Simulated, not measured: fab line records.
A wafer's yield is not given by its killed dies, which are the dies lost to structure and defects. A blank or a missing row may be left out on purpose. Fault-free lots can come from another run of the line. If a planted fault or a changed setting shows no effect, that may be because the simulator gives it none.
fab line records    flow n5-finfet
record lots=10  wafers=30  last-day=19
route steps=1938 shown BEOL_M11@1586 BEOL_M12@1616
lots that met no fault: taken from a fault-free run of the same line
start-h: hours from the record's first day to the start of the lot's first wafer shown    wait-h: time in hours since the lot's previous step    " the same as in the row above    L1.1+2: several wafers, shown together as one row    - value missing, or start not given    * or withheld: withheld    < > ~ a bound
route shown NAME@n: a module of which the file shows steps, and the number in the route of the first    usual: mean and standard deviation over wafers with no fault    same: alike in all rows    chamber/n: place in a boat    sites: readings site by site    _std_site: how widely they spread, as a standard deviation    _edge_site: the outer-site mean with the inner-site mean subtracted    radius-mm: for every site, how far away it sits from the centre of the wafer    mask NAME#n: copy n    behind: the tool/chamber that last shaped the wafer    hold: cause of the lot's hold/its duration in hours/its outcome    device: which transistor (n, p or np) failed to switch    end of line: the route-end tests of the same wafers    a step given without rows: its recipe and nothing more    killed: the dies lost at the first sort to structure and to defects; this is not the yield of the wafer    map: the dies of a wafer, with x for killed, . for not killed, _ for no die there
set.NAME: the setting that was run; set.NAME@STEP: the one run at that earlier step    model.NAME: the simulator's own value behind a step, which no gauge read
route steps across a sampled set of lots; one table per step, one row per wafer
services: a tool's chamber out of use, with start hour (start-h, from the record's first day; less than 0 if before it), hours out, and reason
## steps
# step N5_BEOL_M11_CD_MEAS_35
# recipe target-cd-nm=70  polarity=opening
# usual cd-nm=70.0/0.69
lot.wafer  tool       chamber  start-h  wait-h  cd-nm
L801.1     cd-sem-01  -        326.24   0.0     68.7
L801.4     "          -        "        "       68.8
L801.6     "          -        "        "       70.5
L809.1     cd-sem-03  -        365.63   0.0     70.2
L809.2     "          -        "        "       69.2
L809.5     "          -        "        "       69.1
L808.2     cd-sem-03  -        367.08   0.0     70.4
L808.4     "          -        "        "       70.0
L808.5     "          -        "        "       70.6
L811.2     cd-sem-03  -        374.58   0.0     70.0
L811.3     "          -        "        "       70.3
L811.5     "          -        "        "       71.3
L798.3     cd-sem-02  -        374.78   0.0     69.6
L798.4     "          -        "        "       70.3
L798.6     "          -        "        "       70.9
L812.2     cd-sem-03  -        384.27   0.0     68.8
L812.4     "          -        "        "       69.2
L812.6     "          -        "        "       68.9
L813.2     cd-sem-02  -        400.38   0.0     70.2
L813.5     "          -        "        "       70.6
L813.6     "          -        "        "       70.1
L815.2     cd-sem-02  -        410.88   0.0     70.3
L815.4     "          -        "        "       70.6
L815.6     "          -        "        "       70.7
L818.2     cd-sem-03  -        411.05   0.0     69.6
L818.5     "          -        "        "       69.6
L818.6     "          -        "        "       69.9
L816.1     cd-sem-03  -        411.90   0.0     68.4
L816.3     "          -        "        "       68.6
L816.4     "          -        "        "       68.8
# step N5_BEOL_M11_PRE_CLEAN_45
# recipe gas=H2/He  time-s=30  temp-c=250
# usual heater-power-w=327/26  susceptor-temp-C=250.00/0.19
lot.wafer  tool            chamber  start-h  wait-h  heater-power-w  susceptor-temp-C
L801.1     pvd-sputter-02  -        326.97   0.0     315             249.86
L801.4     "               -        "        "       327             249.83
L801.6     "               -        "        "       318             249.94
L809.1     pvd-sputter-01  -        366.13   0.0     360             249.87
L809.2     "               -        "        "       325             250.30
L809.5     "               -        "        "       348             249.87
L808.2     pvd-sputter-02  -        368.88   0.0     312             249.99
L808.4     "               -        "        "       288             250.22
L808.5     "               -        "        "       332             249.73
L811.2     pvd-sputter-02  -        375.08   0.0     315             249.88
L811.3     "               -        "        "       291             250.23
L811.5     "               -        "        "       301             250.01
L798.3     pvd-sputter-01  -        375.40   0.0     305             249.72
L798.4     "               -        "        "       365             249.92
L798.6     "               -        "        "       360             249.88
L812.2     pvd-sputter-01  -        384.88   0.0     304             250.25
L812.4     "               -        "        "       363             250.10
L812.6     "               -        "        "       345             250.03
L813.2     pvd-sputter-01  -        400.83   0.0     342             249.97
L813.5     "               -        "        "       327             249.64
L813.6     "               -        "        "       343             250.03
L815.2     pvd-sputter-02  -        411.40   0.0     313             249.89
L815.4     "               -        "        "       329             250.10
L815.6     "               -        "        "       325             250.11
L818.2     pvd-sputter-03  -        411.59   0.0     336             250.23
L818.5     "               -        "        "       311             249.89
L818.6     "               -        "        "       328             250.15
L816.1     pvd-sputter-01  -        412.68   0.0     297             249.89
L816.3     "               -        "        "       344             250.26
L816.4     "               -        "        "       317             249.84
# step N5_BEOL_M12_ETCH_59
# recipe chemistry=N2/H2  target=BARC  target-depth-a=890  overetch-a=267  time-s=67.9  ion-energy-ev=200  pressure-mtorr=30  source-w=840  bias-w=150  n2-flow-sccm=200  h2-flow-sccm=200
# usual bias-w=150.1/0.46  chamber-pressure-mTorr=30.003/0.028  drypump-motor-current-A=5.9/0.48  n2-flow-sccm=200.0/0.59  oes-product-au=0.69/0.058  rf-vpp-V=522.8/2.5  showerhead-plenum-p-Torr=2.50/0.088  throttle-valve-pct=17.80/0.19
lot.wafer  tool         chamber  start-h  wait-h  bias-w  chamber-pressure-mTorr  drypump-motor-current-A  n2-flow-sccm  oes-product-au  rf-hours-counter-h  rf-vpp-V  showerhead-plenum-p-Torr  throttle-valve-pct
L801.1     rie-diel-01  0        330.70   0.0     149.1   29.997                  6.2                      200.1         0.63            191                 520.4     2.41                      17.96
L801.4     "            1        "        "       149.1   29.997                  6.5                      200.0         0.67            -                   521.8     2.48                      17.72
L801.6     "            0        "        "       149.2   29.983                  6.2                      200.5         0.63            -                   521.5     2.41                      17.96
L809.1     rie-diel-05  2        369.42   0.0     -       -                       -                        -             -               -                   -         -                         -
L809.2     "            3        "        "       -       -                       -                        -             -               -                   -         -                         -
L809.5     "            2        "        "       -       -                       -                        -             -               -                   -         -                         -
L808.2     rie-diel-01  1        371.60   0.0     -       -                       -                        -             -               -                   -         -                         -
L808.4     "            0        "        "       -       -                       -                        -             -               -                   -         -                         -
L808.5     "            2        "        "       -       -                       -                        -             -               -                   -         -                         -
L811.2     rie-diel-01  0        377.98   0.0     150.7   29.990                  6.2                      201.0         0.63            213                 520.6     2.40                      17.99
L811.3     "            3        "        "       149.9   30.020                  5.1                      200.6         0.60            230                 517.3     2.29                      17.64
L811.5     "            2        "        "       150.0   30.030                  5.4                      200.0         0.80            -                   524.6     2.60                      17.74
L798.3     rie-diel-01  2        378.83   0.0     150.1   30.003                  5.4                      200.8         0.79            17                  524.7     2.60                      17.73
L798.4     "            1        "        "       150.3   29.955                  6.5                      200.3         0.66            110                 520.7     2.47                      17.73
L798.6     "            3        "        "       149.8   29.990                  5.1                      199.5         0.60            -                   516.6     2.29                      17.66
L812.2     rie-diel-05  3        387.27   0.0     149.7   30.008                  5.5                      199.9         0.71            69                  523.3     2.46                      17.49
L812.4     "            1        "        "       150.6   29.980                  6.1                      200.7         0.72            -                   522.2     2.45                      17.70
L812.6     "            3        "        "       150.2   29.979                  5.5                      200.3         0.70            -                   521.6     2.46                      17.48
L813.2     rie-diel-05  1        403.56   0.0     149.6   30.027                  6.2                      200.8         0.70            85                  521.7     2.45                      17.70
L813.5     "            2        "        "       149.5   30.002                  5.6                      199.6         0.79            -                   525.1     2.61                      17.72
L813.6     "            3        "        "       150.9   29.998                  5.6                      199.6         0.71            -                   522.1     2.45                      17.47
L815.2     rie-diel-05  3        413.66   0.0     149.9   30.011                  5.5                      200.6         0.70            77                  521.5     2.45                      17.51
L815.4     "            2        "        "       150.4   29.977                  5.6                      200.1         0.79            8                   525.3     2.61                      17.73
L815.6     "            0        "        "       149.7   30.028                  5.4                      199.7         0.65            -                   523.5     2.55                      17.84
L818.2     rie-diel-05  3        413.92   0.0     151.0   30.011                  5.5                      199.6         0.70            77                  520.5     2.45                      17.48
L818.5     "            3        "        "       150.2   30.039                  5.5                      199.9         0.70            -                   521.4     2.45                      17.50
L818.6     "            0        "        "       150.0   30.017                  5.4                      200.0         0.65            -                   524.3     2.55                      17.86
L816.1     rie-diel-05  2        415.79   0.0     149.4   29.995                  5.7                      200.6         0.79            9                   525.7     2.61                      17.74
L816.3     "            0        "        "       151.2   29.966                  5.4                      199.9         0.65            128                 523.9     2.55                      17.86
L816.4     "            3        "        "       149.7   30.012                  5.6                      199.2         0.70            78                  522.5     2.45                      17.48
# step N5_BEOL_M12_STRIP_63
# recipe chemistry=N2/H2  power-w=1000  temp-c=250  h2-frac=0.65  overash-fraction=0.3  pressure-mtorr=1000  n2-flow-sccm=1750  h2-flow-sccm=3250
# usual drypump-motor-current-A=5.9/0.31  heater-power-w=328/33  n2-flow-sccm=1750/5.3  oes-product-au=0.693/0.0051  strip-time-to-endpoint-s=42.6/0.99
lot.wafer  tool             chamber  start-h  wait-h  drypump-motor-current-A  heater-power-w  n2-flow-sccm  oes-product-au  rf-hours-counter-h  strip-time-to-endpoint-s
L801.1     plasma-asher-02  0        330.95   -       5.7                      278             1752          0.691           86                  45.4
L801.4     "                0        "        "       5.7                      276             1752          0.691           -                   43.1
L801.6     "                0        "        "       5.7                      281             1751          0.689           -                   43.7
L809.1     plasma-asher-01  1        369.67   -       6.4                      366             1747          0.753           143                 60.6
L809.2     "                0        "        "       6.1                      335             1753          0.760           143                 61.2
L809.5     "                1        "        "       6.4                      371             1745          0.738           -                   59.5
L808.2     plasma-asher-02  1        371.85   -       5.5                      340             1753          0.757           94                  59.9
L808.4     "                1        "        "       5.5                      346             1754          0.739           -                   59.3
L808.5     "                1        "        "       5.5                      333             1747          0.745           -                   59.6
L811.2     plasma-asher-02  0        378.29   -       5.7                      274             1747          0.690           96                  44.3
L811.3     "                1        "        "       5.6                      334             1750          0.690           -                   42.3
L811.5     "                0        "        "       5.7                      275             1748          0.696           -                   42.0
L798.3     plasma-asher-02  0        379.10   -       5.7                      275             1748          0.691           -                   43.2
L798.4     "                1        "        "       5.5                      340             1758          0.696           -                   41.4
L798.6     "                1        "        "       5.5                      341             1751          0.700           -                   42.5
L812.2     plasma-asher-01  0        387.52   -       6.1                      337             1753          0.685           146                 41.6
L812.4     "                0        "        "       6.1                      338             1758          0.693           -                   41.0
L812.6     "                0        "        "       6.1                      344             1751          0.688           -                   40.5
L813.2     plasma-asher-02  0        403.87   -       5.7                      281             1753          0.692           101                 44.2
L813.5     "                0        "        "       5.7                      282             1748          0.688           -                   41.9
L813.6     "                1        "        "       5.5                      340             1751          0.698           -                   43.4
L815.2     plasma-asher-01  0        413.91   -       6.1                      330             1754          0.695           152                 42.8
L815.4     "                0        "        "       6.1                      355             1758          0.690           -                   40.4
L815.6     "                1        "        "       6.3                      371             1752          0.685           -                   40.7
L818.2     plasma-asher-01  1        414.18   -       6.3                      362             1743          0.689           152                 43.2
L818.5     "                0        "        "       6.1                      342             1746          0.697           -                   42.8
L818.6     "                1        "        "       6.3                      363             1751          0.694           -                   42.5
L816.1     plasma-asher-02  0        416.04   -       5.7                      266             1751          0.696           104                 41.5
L816.3     "                1        "        "       5.5                      338             1750          0.694           -                   43.4
L816.4     "                0        "        "       5.7                      277             1753          0.693           -                   41.6
# step N5_BEOL_M12_STRIP_64
# recipe chemistry=N2/H2  power-w=1000  temp-c=250  h2-frac=0.65  overash-fraction=0.3  pressure-mtorr=withheld  n2-flow-sccm=1750  h2-flow-sccm=3250
# usual drypump-motor-current-A=5.9/0.32  heater-power-w=329/33  n2-flow-sccm=1750/4.9  oes-product-au=0.715/0.0045  strip-time-to-endpoint-s=31.31/0.078
lot.wafer  tool             chamber  start-h  wait-h  drypump-motor-current-A  heater-power-w  n2-flow-sccm  oes-product-au  rf-hours-counter-h  strip-time-to-endpoint-s
L801.1     plasma-asher-02  0        331.01   0.0     5.7                      277             1754          0.717           86                  31.43
L801.4     "                0        "        "       5.7                      276             1757          0.714           -                   31.46
L801.6     "                0        "        "       5.7                      281             1753          0.720           -                   31.39
L809.1     plasma-asher-01  1        369.73   0.0     6.3                      369             1753          0.711           143                 31.31
L809.2     "                0        "        "       6.1                      337             1750          0.716           143                 31.27
L809.5     "                1        "        "       6.3                      350             1749          0.708           -                   31.38
L808.2     plasma-asher-02  1        371.91   0.0     5.5                      339             1759          0.710           94                  31.35
L808.4     "                1        "        "       5.5                      339             1747          0.713           -                   31.44
L808.5     "                1        "        "       5.5                      344             1756          0.725           -                   31.41
L811.2     plasma-asher-02  0        378.35   0.0     5.7                      280             1748          0.720           96                  31.33
L811.3     "                1        "        "       5.5                      340             1744          0.715           -                   31.36
L811.5     "                0        "        "       5.7                      274             1744          0.715           -                   31.37
L798.3     plasma-asher-02  0        379.16   0.0     5.7                      272             1748          0.715           -                   31.24
L798.4     "                1        "        "       5.5                      337             1747          0.704           -                   31.22
L798.6     "                1        "        "       5.5                      342             1752          0.712           -                   31.24
L812.2     plasma-asher-01  0        387.58   0.0     6.1                      329             1751          0.718           146                 31.24
L812.4     "                0        "        "       6.1                      347             1742          0.715           -                   31.18
L812.6     "                0        "        "       6.1                      344             1754          0.710           -                   31.15
L813.2     plasma-asher-02  0        403.93   0.0     5.7                      278             1751          0.720           101                 31.21
L813.5     "                0        "        "       5.7                      274             1746          0.703           -                   31.14
L813.6     "                1        "        "       5.5                      343             1748          0.711           -                   31.25
L815.2     plasma-asher-01  0        413.97   0.0     6.1                      337             1745          0.713           152                 31.21
L815.4     "                0        "        "       6.1                      343             1750          0.715           -                   31.19
L815.6     "                1        "        "       6.3                      361             1750          0.718           -                   31.23
L818.2     plasma-asher-01  1        414.24   0.0     6.3                      370             1751          0.711           152                 31.26
L818.5     "                0        "        "       6.1                      347             1753          0.710           -                   31.20
L818.6     "                1        "        "       6.3                      368             1751          0.721           -                   31.18
L816.1     plasma-asher-02  0        416.10   0.0     5.7                      275             1742          0.715           105                 31.37
L816.3     "                1        "        "       5.5                      350             1745          0.717           -                   31.32
L816.4     "                0        "        "       5.7                      282             1754          0.722           -                   31.34
## services
tool             chamber  start-h  hours  kind
rie-diel-01      2        329.64   -      clean
rie-diel-01      2        329.64   -      consumable-replace:focus-ring
rie-diel-01      2        329.64   14.3   scheduled-down
rie-diel-01      2        329.64   14.3   vent-cycle
rie-diel-01      1        341.15   22.0   repair
rie-diel-05      2        349.12   1.4    repair
rie-diel-05      2        372.64   -      clean
rie-diel-05      2        372.64   -      consumable-replace:focus-ring
rie-diel-05      2        372.64   15.4   scheduled-down
rie-diel-05      2        372.64   15.4   vent-cycle
plasma-asher-01  -        381.98   0.8    repair
rie-diel-05      3        395.52   5.8    repair
## key
first-sign step=N5_BEOL_M12_ETCH_59  reading=tool-record  direction=missing
effect step=N5_BEOL_M12_STRIP_63  reading=strip-time-to-endpoint-s  direction=up  sigmas=18  usual=*  struck=*
met-at N5_BEOL_M12_ETCH_59
struck-lots L808,L809
not-acting-at N5_BEOL_M11_CD_MEAS_35,N5_BEOL_M11_PRE_CLEAN_45,N5_BEOL_M12_STRIP_64
onset-between 330.70 369.42
fault kind=skipped-step-whole  tool=rie-diel-01,rie-diel-05  chamber=-  onset-h=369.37  steps=N5_BEOL_M12_ETCH_59  scope=struck-lots-only
